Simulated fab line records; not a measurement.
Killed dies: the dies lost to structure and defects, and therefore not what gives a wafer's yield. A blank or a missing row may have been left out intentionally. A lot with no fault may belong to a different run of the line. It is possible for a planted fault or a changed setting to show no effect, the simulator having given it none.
fab line records | flow nandHarc
record: lots: 5 wafers: 15 lastDay: 32
route steps=1302 shown A_SLIT@944 A_SIN_REMOVE@947 A_WL_FILL@952 A_CONTACT@983 END@1302
lots with no fault: from the same line, run without faults
startH: start of the lot's first displayed wafer, in hours after the record's first day | waitH: how many hours have passed since the lot's step before this one | " the same as in the row above | L1.1+2: one row covering several wafers at once | - no value, or no start was given | * or withheld: withheld | < > ~ a bound
route shown NAME@n: names a module that has steps shown in the file, with the first one's number in the route | usual: average and standard deviation across the fault-free wafers | same: alike in all rows | chamber/n: place in a boat | sites: per-site readings | _std_site: their standard deviation | _edge_site: the outer-site mean with the inner-site mean subtracted | radiusMm: for every site, how far away it sits from the centre of the wafer | mask NAME#n: copy n | behind: tool/chamber where the wafer was last shaped | hold: cause of the lot's hold/its duration in hours/its outcome | device: which transistor (n, p or np) failed to switch | end of line: the route-end tests of the same wafers | step lacking rows: just its recipe | killed: at the first sort, the dies lost to defects and structure; wafer yield is something else | map: the dies of a wafer, with x for killed, . for not killed, _ for no die there
set.NAME: the setting as run; set.NAME@STEP: as run at that earlier step | model.NAME: the simulator's own value behind a step, which no gauge read
a table for each step, a row for each wafer; lots at some steps of the route
services: a tool's chamber out of use, with start hour (startH, from the record's first day; less than 0 if before it), hours out, and reason
== steps ==
step: NHARC_A_SLIT_PRECLEAN_19
recipe: timeS: * tempC: 50 bathAgeMin: 0 chemistry: SC1
step: NHARC_A_SLIT_SRD_20
step: NHARC_A_SLIT_CD_MEAS_21
usual: cdNm: 289.6/0.71
columns lot.wafer tool chamber startH waitH cdNm
L157.2 cdSem-01 - 561.91 - 290.4
L157.4 " - " " 289.6
L157.6 " - " " 290.0
L161.1 cdSem-01 - 585.65 - 289.3
L161.4 " - " " 289.1
L161.6 " - " " 288.8
L160.1 cdSem-01 - 589.46 - 290.5
L160.3 " - " " 290.1
L160.4 " - " " 290.0
L163.1 cdSem-03 - 615.11 - 289.4
L163.4 " - " " 290.4
L163.6 " - " " 289.8
L165.1 cdSem-01 - 649.13 - 289.4
L165.2 " - " " 290.0
L165.3 " - " " 289.8
step: NHARC_A_SIN_REMOVE_WET_00
recipe: tempC: 160 timeS: 15300 chemistry: H3PO4
step: NHARC_A_SIN_REMOVE_PRECLEAN_01
recipe: timeS: * tempC: 50 bathAgeMin: 0 chemistry: SC1
step: NHARC_A_SIN_REMOVE_SRD_02
step: NHARC_A_SIN_REMOVE_INSPECT_04
usual: rawDefectCount: 406/89
columns lot.wafer tool chamber startH waitH rawDefectCount
L157.2 defectInspect-02 - 568.37 0.0 502
L157.4 " - " " 324
L157.6 " - " " 340
L161.1 defectInspect-01 - 592.34 0.1 603
L161.4 " - " " 431
L161.6 " - " " 453
L160.1 defectInspect-02 - 595.81 0.0 330
L160.3 " - " " 294
L160.4 " - " " 543
L163.1 defectInspect-02 - 621.80 0.0 607
L163.4 " - " " 371
L163.6 " - " " 364
L165.1 defectInspect-01 - 657.21 0.0 316
L165.2 " - " " 337
L165.3 " - " " 467
step: NHARC_A_WL_FILL_ALD_00
recipe: targetThkA: 30 pulseTimeS: 3 aldCycles: 30 tempC: 300 material: Al2O3
step: NHARC_A_WL_FILL_RTA_01
recipe: tempC: 1000 timeS: 5
usual: lampPowerPct: 27.5/1 lamp_zone_5_pct: 27.5/1 lamp_zone_7_pct: 28.0/1 wafer_temp_C_max: 1008.5/1.4
columns lot.wafer tool chamber startH waitH lampPowerPct lamp_zone_5_pct lamp_zone_7_pct wafer_temp_C_max
L157.2 rtpAnneal-01 0 568.90 - 26.7 26.7 27.1 1009.6
L157.4 " 0 " " 26.6 26.7 27.2 1007.4
L157.6 " 0 " " 26.7 26.7 27.1 1007.2
L161.1 rtpAnneal-01 0 592.67 - 26.7 26.6 27.1 1008.0
L161.4 " 0 " " 26.6 26.7 27.1 1007.0
L161.6 " 0 " " 26.6 26.6 27.1 1007.0
L160.1 rtpAnneal-01 0 596.15 - 26.7 26.7 27.1 1009.8
L160.3 " 0 " " 26.7 26.7 27.2 1011.0
L160.4 " 0 " " 26.7 26.7 27.1 1011.1
L163.1 rtpAnneal-02 0 622.13 - 28.7 28.7 29.2 1009.0
L163.4 " 0 " " 28.7 28.7 29.2 1008.5
L163.6 " 0 " " 28.7 28.7 29.2 1009.7
L165.1 rtpAnneal-01 0 657.54 - 26.7 26.7 27.1 1012.3
L165.2 " 0 " " 26.7 26.7 27.1 1008.0
L165.3 " 0 " " 26.7 26.8 27.1 1009.2
step: NHARC_A_WL_FILL_ALD_02
recipe: targetThkA: 20 pulseTimeS: 3 aldCycles: 100 tempC: 450 material: TiN
usual: heaterPowerW: 1050/93 precursorPulseHeightRel: 1.000/0.016
columns lot.wafer tool chamber startH waitH heaterPowerW precursorPulseHeightRel
L157.2 aldMetal-04 0 569.08 0.2 1144 0.982
L157.4 " 2 " " 862 0.997
L157.6 " 0 " " 1169 1.020
L161.1 aldMetal-04 1 592.92 0.2 862 1.005
L161.4 " 2 " " 878 0.981
L161.6 " 1 " " 885 0.991
L160.3 aldMetal-01 2 596.36 0.1 1073 1.014
L160.1 " 3 " " 1070 0.984
L160.4 " 0 " " 974 0.998
L163.4 aldMetal-02 1 622.38 0.1 1018 1.011
L163.1 " 2 " " 1200 0.981
L163.6 " 1 " " 1004 0.986
L165.3 aldMetal-02 3 657.93 0.2 1027 0.972
L165.1 " 0 " " 1244 0.946
L165.2 " 1 " " 1020 1.007
step: NHARC_A_WL_FILL_CVD_03
recipe: targetThkA: 400 tempC: 300 pressureTorr: 40 wf6FlowSccm: 40 h2FlowSccm: 1600 arFlowSccm: 1560 timeS: 279 material: W
usual: heaterPowerW: 471/41 throttleValvePct: 7.84/0.18
columns lot.wafer tool chamber startH waitH heaterPowerW throttleValvePct
L157.2 cvdW-02 0 569.52 0.1 526 7.85
L157.4 " 1 " " 412 8.09
L157.6 " 0 " " 524 7.87
L161.1 cvdW-01 0 593.32 0.1 507 7.86
L161.4 " 1 " " 458 7.88
L161.6 " 1 " " 459 7.74
L160.1 cvdW-01 1 596.81 0.1 447 7.83
L160.4 " 1 " " 455 7.96
L160.3 " 0 " " 508 7.84
L163.1 cvdW-02 1 622.83 0.1 425 7.72
L163.4 " 0 " " 515 7.94
L163.6 " 1 " " 413 7.91
L165.1 cvdW-01 0 658.39 0.1 482 8.07
L165.2 " 1 " " 464 8.02
L165.3 " 0 " " 498 7.98
step: NHARC_A_WL_FILL_ETCHBACK_04
recipe: targetDepthA: 600 timeS: 120 chemistry: NF3
step: NHARC_A_WL_FILL_ETCHBACK_05
recipe: targetDepthA: 220 timeS: 60 tempC: 40 chemistry: Cl2/BCl3
usual: drypumpMotorCurrentA: 5.9/0.51 oesProductAu: 0.997/0.0082
columns lot.wafer tool chamber startH waitH drypumpMotorCurrentA oesProductAu rfHoursCounterH
L157.2 rieMetal-03 1 570.14 0.2 6.0 0.992 0.6
L157.4 " 1 " " 6.0 0.992 -
L157.6 " 1 " " 6.0 0.990 -
L161.1 rieMetal-01 0 593.95 0.2 5.8 0.999 0.1
L161.4 " 1 " " 4.8 1.002 -
L161.6 " 1 " " 4.8 1.004 -
L160.1 rieMetal-03 0 597.43 0.2 6.5 1.006 0.9
L160.3 " 1 " " 6.1 0.998 -
L160.4 " 0 " " 6.5 1.003 -
L163.1 rieMetal-03 1 623.39 0.2 6.0 0.992 1.4
L163.4 " 1 " " 6.0 0.986 -
L163.6 " 0 " " 6.5 0.986 -
L165.2 rieMetal-03 0 659.00 0.2 6.5 0.987 2.3
L165.1 " 1 " " 6.0 0.998 2.3
L165.3 " 1 " " 6.0 0.982 -
step: NHARC_A_WL_FILL_STRIP_27
recipe: powerW: 1500 tempC: 250 timeS: 20 chemistry: N2/H2
step: NHARC_A_WL_FILL_STRIP_28
recipe: timeS: 1200 tempC: 72.5 chemistry: postEtchResidueRemover
step: NHARC_A_WL_FILL_PRECLEAN_06
recipe: timeS: 300 chemistry: DIW
step: NHARC_A_WL_FILL_SRD_07
step: NHARC_A_WL_FILL_ANNEAL_08
recipe: tempC: 450 timeS: 1800
step: NHARC_A_WL_FILL_ALD_10
recipe: targetThkA: 500 pulseTimeS: 10 aldCycles: 500 tempC: 300 material: SiO2
step: NHARC_A_WL_FILL_ETCHBACK_16
recipe: targetDepthA: 1200 timeS: 24 c4f8FlowSccm: withheld o2FlowSccm: 8 arFlowSccm: withheld rfW: 600 biasW: 800 chemistry: C4F8/O2/Ar
step: NHARC_A_WL_FILL_STRIP_29
recipe: timeS: 20 o2FlowSccm: 500 arFlowSccm: 0 biasW: 0 chemistry: O2
step: NHARC_A_WL_FILL_ETCHBACK_17
recipe: targetDepthA: 40 timeS: 26.7 chemistry: Cl2/BCl3
step: NHARC_A_WL_FILL_PRECLEAN_18
recipe: timeS: 30 chemistry: dHF
step: NHARC_A_WL_FILL_SRD_21
step: NHARC_A_WL_FILL_CVD_23
recipe: targetThkA: 400 tempC: 620 pressureMtorr: 200 timeS: 800 material: poly-Si
step: NHARC_A_WL_FILL_ETCHBACK_26
recipe: targetDepthA: 520 timeS: 13.3 hbrFlowSccm: 150 rfW: 350 icpW: 350 biasW: 60 chemistry: HBr
usual: drypumpMotorCurrentA: 5.8/0.4 hbrFlowSccm: 150.1/0.49 oesProductAu: 0.997/0.0077 throttleValvePct: 23.265/0.0092
columns lot.wafer tool chamber startH waitH drypumpMotorCurrentA hbrFlowSccm oesProductAu rfHoursCounterH throttleValvePct
L157.2 rieSi-02 3 585.67 0.4 5.5 150.1 0.996 0.75 23.261
L157.4 " 0 " " 6.2 150.6 0.993 0.70 23.260
L157.6 " 2 " " 5.1 149.7 0.988 - 23.271
L161.4 rieSi-02 3 609.52 0.4 5.5 149.5 0.993 0.92 23.265
L161.1 " 1 " " 5.8 150.8 0.992 0.80 23.261
L161.6 " 0 " " 6.3 149.6 0.994 - 23.276
L160.3 rieSi-05 1 612.78 0.4 5.9 149.3 0.988 0.93 23.270
L160.1 " 2 " " 5.9 149.5 1.005 0.89 23.245
L160.4 " 3 " " 5.6 149.8 0.991 0.78 23.260
L163.4 rieSi-05 1 639.57 0.4 5.9 150.2 1.004 1.08 23.269
L163.1 " 2 " " 6.0 150.5 0.998 1.11 23.267
L163.6 " 3 " " 5.7 149.8 1.004 - 23.269
L165.3 rieSi-05 1 677.20 0.4 5.9 149.7 0.993 0.07 23.254
L165.2 " 3 " " 5.7 150.3 1.014 0.03 23.271
L165.1 " 0 " " 5.3 150.2 1.003 0.03 23.254
step: NHARC_A_WL_FILL_PRECLEAN_30
recipe: timeS: 10 chemistry: dHF
step: NHARC_A_WL_FILL_SRD_14
step: NHARC_A_WL_FILL_ALD_19
recipe: targetThkA: 20 pulseTimeS: 3 aldCycles: 100 tempC: 450 material: TiN
step: NHARC_A_WL_FILL_CVD_20
recipe: targetThkA: 1000 tempC: 400 pressureTorr: 40 wf6FlowSccm: 40 h2FlowSccm: 1600 arFlowSccm: 1560 timeS: 74 material: W
usual: heaterPowerW: 840/78 throttleValvePct: 7.81/0.17
columns lot.wafer tool chamber startH waitH heaterPowerW throttleValvePct
L157.2 cvdW-01 1 - - 826 7.94
L157.4 " 1 " " 802 7.88
L157.6 " 1 " " 832 7.97
L161.1 cvdW-02 0 - - 956 7.98
L161.4 " 0 " " 914 8.05
L161.6 " 0 " " 913 7.96
L160.1 cvdW-02 0 - - 930 7.95
L160.3 " 0 " " 930 7.79
L160.4 " 1 " " 736 7.78
L163.1 cvdW-01 0 - - 887 7.93
L163.4 " 1 " " 810 7.64
L163.6 " 0 " " 896 7.75
L165.2 cvdW-02 0 - - 907 7.75
L165.1 " 1 " " 720 7.55
L165.3 " 1 " " 720 7.75
step: NHARC_A_WL_FILL_CMP_12
recipe: tOverpolishS: 30 targetThkNm: 100
step: NHARC_A_WL_FILL_SRD_31
step: NHARC_A_WL_FILL_INSPECT_15
usual: rawDefectCount: 484/120
columns lot.wafer tool chamber startH waitH rawDefectCount
L157.2 defectInspect-01 - 586.82 0.0 390
L157.4 " - " " 388
L157.6 " - " " 435
L161.1 defectInspect-01 - 610.66 0.0 612
L161.4 " - " " 487
L161.6 " - " " 671
L160.1 defectInspect-02 - 613.91 0.0 423
L160.3 " - " " 373
L160.4 " - " " 414
L163.1 defectInspect-01 - 640.68 0.0 621
L163.4 " - " " 466
L163.6 " - " " 549
L165.1 defectInspect-02 - 678.33 0.0 487
L165.2 " - " " 379
L165.3 " - " " 428
step: NHARC_A_CONTACT_DEP_24
recipe: targetThkA: 5000 tempC: 400 pressureTorr: 6.5 rfW: 900 teosFlowSccm: 161.4 flowSccm: 2650 targetThkNm: 500 gas: O2 material: SiO2
step: NHARC_A_CONTACT_DEP_28
recipe: targetThkA: 70000 tempC: 400 material: aC
step: NHARC_END_SORT_01
recipe: tempC: 25
usual: killedAtArray: 60/21 killedAtOther: 1.0/1.2 killedAtPeriphery: 4.2/2.8 killedDies: 65/20 killedOpen: 3.1/1.8 killedShort: 2.6/1.6
same: grossDies: 677
columns lot.wafer tool chamber startH waitH killedAtArray killedAtOther killedAtPeriphery killedDies killedOpen killedShort
L157.2 prober-02 0 663.50 2.8 272 1 7 280 3 0
killed by level:class
L157.2 A_WL_FILL:areaCvd=221 A_SLIT:chamberFilmFlake=37 A_CHANNEL_HOLE_D1:chamberFilmFlake=4 A_STAIRCASE:chamberFilmFlake=4 P_CONTACT:geometricParticle:open=2 P_GATE:chamberFilmFlake=2 A_CHANNEL_FILL_D2:chamberFilmFlake=2 A_CONTACT:chamberFilmFlake=2
map L157.2 (x killed, . not)
____________.____________
_________....xxx_________
_______....x..x..x_______
______.....x..x..x.______
_____...xx.x.xxx.xxx_____
____.......x..xxxxxxx____
____...x...xx.xxxx.xx____
___........xxxxxx.xx.x___
___......xxxxxxxxx.xxx___
__..........xxxxxxxxxxx__
__..........xx.xxxxxxxx__
_........x.xxxxx.xxxxxxx_
_..........xx.xxxxxxxxxx_
_........x.......xxx.xxx_
_............xx...xx.xxx_
_............x....xxxxxx_
..................xxxxxxx
.........x.xx...xxxxxxxxx
..............x.xx.xxxxxx
........x..x...xxxxxxxxxx
............xx....x.x.xxx
_..........x.....xx.xxxx_
_.......x..xx.xxxxxx.xxx_
_.........x.x...xxx.xxxx_
_.......x.......xxxxxxxx_
_...........x..xxxxxxxxx_
__.......x..xxxx.xxxxxx__
__............xxxxxxx.x__
___.....x....xxxxxxxxx___
___.......x....x.xx.xx___
____.......x.xxx.xxxx____
____......x...xxxxx.x____
_____..........x.xxx_____
______......x.xx..x______
_______...x..x.x.._______
_________.x....x_________
____________.____________
map L163.1 (x killed, . not)
____________.____________
_________.....x._________
_______...x......._______
______.............______
_____........x......_____
____.x..xx.xx........____
____.xx.x..xx........____
___..x.xx.x.xx.x......___
___.x.xx.x.xxxxx......___
__...xxxxxxxxxx.x......__
__...xxxxxxxxx.........__
_...x.xxxx.xxxx........._
_.....xx....x.x..x......_
_......x..x............._
_......................._
_.......x...........x..._
.......x...............x.
.........................
......x...x..............
.....x.......x.x.........
.........................
_......................._
_......................._
_......................._
_......................._
_......................x_
__.....................__
__.................x...__
___.........x.......xx___
___...................___
____.................____
____.......x.........____
_____..............._____
______.............______
_______..........._______
_________......._________
____________.____________
== services ==
columns tool chamber startH hours kind
aldMetal-02 0 546.73 13.6 repair
cvdW-01 - 547.00 13.0 pm
cvdW-01 0 547.00 13.0 ventCycle
cvdW-01 1 547.00 13.0 ventCycle
rieSi-05 - 556.38 0.5 repair
rieMetal-01 1 556.61 7.8 repair
cvdW-01 0 560.00 - clean
cvdW-01 1 560.00 - clean
rieMetal-01 - 575.00 9.0 pm
rieMetal-01 1 598.20 1.6 repair
aldMetal-01 - 608.65 0.4 repair
aldMetal-02 - 610.00 10.0 pm
aldMetal-01 - 619.36 1.4 repair
cvdW-02 - 631.00 13.0 pm
cvdW-02 0 631.00 13.0 ventCycle
cvdW-02 1 631.00 13.0 ventCycle
rieSi-02 - 631.00 9.0 pm
cvdW-02 0 644.00 - clean
cvdW-02 1 644.00 - clean
aldMetal-04 - 652.00 10.0 pm
rieSi-05 - 659.00 9.0 pm
rieSi-05 0 659.00 9.0 ventCycle
rieSi-05 1 659.00 9.0 ventCycle
rieMetal-01 - 666.97 0.9 repair
== key ==
firstSign: step: NHARC_END_SORT_01 reading: killedDies direction: up sigmas: 11 usual: 65 struck: 280
effect: step: NHARC_END_SORT_01 reading: killedAtArray direction: up sigmas: 10 usual: 60 struck: 272
moreKillsBornAt: NHARC_A_WL_FILL_CVD_03@cvdW-02: 221
metAt NHARC_A_WL_FILL_CVD_03
struckWafers L157.2
testerLeftOut L157
fault: kind: processParameterDrift tool: cvdW-02 chamber: - onsetH: 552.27 steps: NHARC_A_WL_FILL_CVD_03 channel: targetThkA offset: * shape: step endH: 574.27 scope: struckWafersOnly actsIn: * stated: *
testerLeftOut: of these lots the tester's yield and bins aren't shown, on N5 and GAA mostly nor the transistor test; their killed dies are dies lost to structure and defects alone, not to doping, threshold or leakage, so they don't give the yield
